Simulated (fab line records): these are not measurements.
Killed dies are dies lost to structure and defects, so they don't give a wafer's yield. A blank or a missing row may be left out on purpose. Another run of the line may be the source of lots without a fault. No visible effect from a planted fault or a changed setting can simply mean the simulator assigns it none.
A lot that was struck, set against a sound lot / flow nand harc / 22 out of 1159 route steps
Sound: the wafers L968.2, L968.5, L968.6. Wafers struck: L983.1, L983.2, L983.4. Last of all comes the cause.
At each step with rows: each side's tool, then ch and its chambers, then its first start. Under that, the readings that differ: sound wafers / struck wafers / difference of the means / sigmas: that difference in standard deviations of wafers without a fault.
alike: readings with means less than 2 such deviations apart, plus words and numbers identical on both sides. not compared: withheld readings, readings lacking a value on some wafer, bounds such as >300 that could conceal the same value, and numbers that have no deviation in the record and whose values overlap.
A row with sigmas, a row that says differs or no value, or rows on one side alone: a step with any of these is where the two part. Numbers that have no deviation but don't overlap get no sigmas and don't part them. A reading that every wafer of one side lacks parts them only if that side has two wafers or more.

NHARC_A_CONTACT_CMP_20: polishes, t overpolish 30 s, target thk 300 nm.
  sound on cmp-01 ch 0,1,3, day 18 02:08; struck on cmp-04 ch 0,2,3, day 21 13:07
reading=motor current A (A); sound=13.2 13.2 12.9; struck=9.7 10.1 12.7; difference=-2.3; sigmas=-2
  alike: overpolish run s, time to endpoint s
  not compared: pad life wafers
following that, these wafers have no rows for 1 step: NHARC_A_CONTACT_SRD_22.
NHARC_A_CONTACT_INSPECT_23:
  sound on defect inspect-02 at day 18 02:29; struck on defect inspect-01 at day 21 13:31
  alike: raw defect count
then, 8 steps without rows for these wafers: NHARC_A_BLC_DEHYDRATE_00 (time 120 s); NHARC_A_BLC_HMDS_01 (time 30 s); NHARC_A_BLC_COAT_02 (time 75 s); NHARC_A_BLC_COAT_03 (time 65 s); NHARC_A_BLC_COAT_04 (resist thk 90 nm); NHARC_A_BLC_SOFTBAKE_05 (time 55 s); NHARC_A_BLC_EBR_06; NHARC_A_BLC_EXPOSE_07 (exposes mask A BLC, target cd 100 nm).
NHARC_A_BLC_PEB_08: peb time 65 s.
  sound on litho track-06 ch 0, day 18 02:55; struck on litho track-06 ch 0, day 21 13:49
then, 1 step without rows for these wafers: NHARC_A_BLC_DEVELOP_09 (develop time 35 s).
NHARC_A_BLC_CD_MEAS_10 targets a cd of 100 nm.
  sound on cd sem-02 ch 0, day 18 02:59; struck on cd sem-01 ch 0, day 21 13:53
reading=cd nm (nm); sound=99.5 99.5 99.2; struck=103.9 103.9 103.3; difference=+4.3; sigmas=+6
NHARC_A_BLC_OVL_MEAS_11:
  sound on overlay-02 at day 18 03:05; struck on overlay-02 at day 21 13:59
  alike: overlay x nm, overlay y nm
NHARC_A_BLC_INSPECT_12:
  sound on defect inspect-02 at day 18 03:07; struck on defect inspect-01 at day 21 14:01
  alike: raw defect count
NHARC_A_BLC_DESCUM_15: chemistry O2, time 3 s.
  sound on rie diel-04 ch 0,3, day 18 03:12; struck on rie diel-02 ch 0,1,3, day 21 14:05
reading=model.A_BLC.cd nm (nm); sound=100.1 99.27 99.91; struck=103.6 104 103.1; difference=+3.8; sigmas=
  alike: drypump motor current A, oes product au, rf vpp V, showerhead plenum p Torr, throttle valve pct
  not compared: rf hours counter h
NHARC_A_BLC_ETCH_16: etches the open film in CF4, target depth 39 nm, time 65 s.
  sound on rie diel-04 ch 2,3, day 18 03:17; struck on rie diel-02 ch 0,2,3, day 21 14:10
  alike: drypump motor current A, oes product au, rf vpp V, showerhead plenum p Torr, throttle valve pct
  not compared: rf hours counter h
NHARC_A_BLC_ETCH_17: etches the open film in N2/H2, target depth 390 nm, time 609.38 s.
  sound on rie diel-04 ch 0,2,3; struck on rie diel-02 ch 0,1,2
  alike: drypump motor current A, oes product au, rf vpp V, showerhead plenum p Torr, throttle valve pct
  not compared: rf hours counter h
NHARC_A_BLC_ETCH_18: etches the open film in C4F8/O2/Ar, target depth 910 nm.
  sound on rie diel-04 ch 0,3; struck on rie diel-02 ch 0,1,3
  alike: oes product au, rf vpp V
  not compared: rf hours counter h, model.A_BLC.cd nm
NHARC_A_BLC_CD_MEAS_19:
  sound on cd sem-01 at day 18 04:20; struck on cd sem-01 at day 21 15:02
  alike: cd nm
following that, these wafers have no rows for 1 step: NHARC_END_SORT_01.

## WHERE THEY PART
Earliest at NHARC_A_CONTACT_CMP_20; latest, in this record, at NHARC_A_BLC_CD_MEAS_10. Later steps at which nothing parts them and some readings are alike: NHARC_A_BLC_OVL_MEAS_11, NHARC_A_BLC_INSPECT_12, NHARC_A_BLC_DESCUM_15, NHARC_A_BLC_ETCH_16, NHARC_A_BLC_ETCH_17, NHARC_A_BLC_ETCH_18, NHARC_A_BLC_CD_MEAS_19.

WHY: what had been put in by the simulator
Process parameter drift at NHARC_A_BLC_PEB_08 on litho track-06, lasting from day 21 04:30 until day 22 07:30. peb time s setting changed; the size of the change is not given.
